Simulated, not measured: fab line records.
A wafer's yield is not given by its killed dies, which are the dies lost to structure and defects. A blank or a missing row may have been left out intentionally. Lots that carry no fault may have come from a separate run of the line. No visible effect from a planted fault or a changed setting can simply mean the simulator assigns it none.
8D (eight disciplines) problem report, filled in by code || flow n5-finfet || the parts of the form that need people (team, actions taken, sign-off) are left out

1. THE PROBLEM
Mean of oes-product-au at N5_BEOL_M15_ETCH_57: 1.13 a.u. across 2 wafers in 2 lots; on wafers with no fault it is 0.78 a.u. (standard deviation 0.085). That is +4.2 standard deviations from the usual mean.
The step: etches SOC in N2/H2, time 750 s.
First seen on wafer L618.3, day 14 14:59, on rie-diel-02. The record has a number at this step for 33 wafers belonging to 12 lots. Rule for "out" (also "out of limits"): further than 4 standard deviations from the usual mean. The rest of the wafers with a number are treated as sound.

2. WHAT IT IS; WHAT IT IS NOT
{"question": "which readings at this step", "is": "oes-product-au", "is not": "drypump-motor-current-A, rf-vpp-V, showerhead-plenum-p-Torr, throttle-valve-pct"}
{"question": "which lots", "is": "L618, L620", "is not": "L608, L609, L610, L611, L612, L613, L615, L622, L623, L629"}
{"question": "which wafers of those lots", "is": "L618.3, L620.3", "is not": "L618.1, L620.2, L620.4"}
{"question": "read on which tools", "is": "rie-diel-02", "is not": "rie-diel-05, rie-diel-06"}
{"question": "when", "is": "from day 14 14:59", "is not": "up to then (22 sound wafers); but 9 sound wafers of L620, L622, L623, L629 came after"}

3. THE SUSPECTS, EACH WITH WHAT RULES IT OUT
Counting: if a tool at a process step up to the reading ran every lot that is out, it stays a suspect. Sound lots after the first of them don't rule it out here, since some wafers of a struck lot are sound.
- rie-diel-02 at N5_BEOL_M15_ETCH_57 (etches SOC in N2/H2, time 750 s): kept. Every lot that is out went through it, the first being L618 (day 14 14:59); the last sound lot it ran before that was L615 (day 13 04:29). On those wafers its own readings are out: oes-product-au.
Remaining after the count: rie-diel-02 at N5_BEOL_M15_ETCH_57.

4. THE CAUSE (what the simulator had put in)
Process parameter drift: rie-diel-02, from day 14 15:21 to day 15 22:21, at N5_BEOL_M15_ETCH_57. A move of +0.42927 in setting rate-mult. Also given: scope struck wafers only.
After counting, this tool was the only one left.

5. SEQUENCE OF EFFECTS, ordered by route
Each row: a reading whose mean over the struck wafers that have a number lies more than 3 standard deviations from the usual. Scope: only readings with a usual standard deviation given in the record; hours: median across lots of the time from each lot's start at the first step in this table that gives one to its start at this step; sigmas: change in usual standard deviations.
{"hours": 0, "step": "N5_BEOL_M15_ETCH_57", "reading": "oes-product-au", "usual": "0.78 a.u.", "on struck wafers": 1.13, "change": "+0.35", "sigmas": "+4.2"}
It contains these process steps:
- N5_BEOL_M15_ETCH_57: etches SOC in N2/H2, time 750 s.
Later measuring or inspecting steps at which every struck wafer that the step has a row for has a number for every such reading, and none has moved that far: N5_BEOL_M15_OVL_MEAS_29.

6. WHAT WOULD HAVE CAUGHT IT SOONER
In this record the first reading out of limits was taken at day 14 14:59.
